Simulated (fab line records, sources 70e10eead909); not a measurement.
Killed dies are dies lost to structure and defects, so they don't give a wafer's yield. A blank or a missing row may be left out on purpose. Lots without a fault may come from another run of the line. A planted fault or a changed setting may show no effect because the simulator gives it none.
Problem report in the 8D (eight disciplines) form, filled by code | flow nand_harc | the parts of the form that need people (team, actions taken, sign-off) are left out

1. THE PROBLEM
killed_at_periphery at NHARC_END_SORT_01 reads a mean of 647.0 on 5 wafers of 3 lots; wafers without a fault read 3.3 with a standard deviation of 2.3. That is +99 or more standard deviations from the usual mean.
First seen on wafer L893.2, day 20 11:47, on prober-02. The record holds 36 wafers of 12 lots with a number at this step. Rule for "out", or "out of limits": more than 4 standard deviations from the usual mean. The other wafers with a number count as sound.

2. WHAT IT IS AND WHAT IT IS NOT
question                    | is                                                                                                                      | is not
which readings at this step | killed_at_periphery, defect_limited_yield, killed_dies, sort_bin_2_pct, sort_n_pass, sort_rim_yield_pct, sort_yield_pct | killed_at_other, killed_open, sort_bin_3_pct, sort_bin_4_pct
which lots                  | L893, L895, L896                                                                                                        | L889, L890, L891, L903, L905, L906, L908, L911, L912
which wafers of those lots  | L893.2, L895.2, L895.4, L896.1, L896.4                                                                                  | L893.3, L893.6, L895.5, L896.6
read on which gauges        | prober-02                                                                                                               | prober-01
when                        | from day 20 11:47                                                                                                       | up to then (9 sound wafers); but 22 sound wafers of L893, L895, L896, L903, L905, L906, L908, L911, L912 came after

3. SUSPECTS, AND WHAT RULES EACH OUT
Counting: a tool at a process step up to the reading stays a suspect if it ran every lot that is out. Sound lots after the first of them don't rule it out here, since some wafers of a struck lot are sound.
- the gauge at NHARC_END_SORT_01: kept. All the wafers that are out were read on prober-02, and no step on other tools shows them out.
- ecd_cu-02 at NHARC_P_BONDPAD_ECD_18 (material Cu, target thk 400 nm): kept. It ran every lot that is out, first L893 (day 7 19:54); its last sound lot up to then is L890 (day 6 20:13).
Left after counting: ecd_cu-02 at NHARC_P_BONDPAD_ECD_18, prober-02 at NHARC_END_SORT_01.

4. THE CAUSE (what the simulator had put in)
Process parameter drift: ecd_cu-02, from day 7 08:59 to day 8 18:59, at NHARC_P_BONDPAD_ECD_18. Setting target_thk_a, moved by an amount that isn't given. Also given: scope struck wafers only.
Counting left 2 suspects, and this tool is among them.

5. THE CHAIN OF EFFECTS, in route order
Each row: a reading whose mean over the struck wafers that have a number lies more than 3 standard deviations from the usual. Only readings for which the record gives a usual standard deviation are gone through. hours: the time from each lot's start at the first step in this table that gives one to its start at this step, as a median over the lots. sigmas: the change in usual standard deviations.
hours | step              | reading              | usual  | on struck wafers | change | sigmas
0     | NHARC_END_SORT_01 | defect_limited_yield | 95.2 % | 0.0              | -95.2  | -68
0     | NHARC_END_SORT_01 | killed_at_periphery  | 3.3    | 647.0            | +643.7 | +99 or more
0     | NHARC_END_SORT_01 | killed_dies          | 32     | 677              | +645   | +69
0     | NHARC_END_SORT_01 | sort_bin_2_pct       | 1.4 %  | 96.6             | +95.2  | +99 or more
0     | NHARC_END_SORT_01 | sort_n_pass          | 645    | 0                | -645   | -69
0     | NHARC_END_SORT_01 | sort_rim_yield_pct   | 95.7 % | 0.2              | -95.5  | -40
0     | NHARC_END_SORT_01 | sort_yield_pct       | 95.2 % | 0.0              | -95.2  | -68

6. WHAT WOULD HAVE CAUGHT IT SOONER
In this record the first reading out of limits at a measuring or inspecting step was taken at day 20 11:47, 315 hours after the fault began at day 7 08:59.
Of the tool readings at NHARC_P_BONDPAD_ECD_18 for which the record gives a usual standard deviation, none was out on any struck wafer, so an alarm limit of 4 standard deviations on them would not have fired.
All the lots that are out (3) had begun NHARC_P_BONDPAD_ECD_18 on ecd_cu-02 by day 20 11:47. A hold on the tool at that time would have spared none of them.
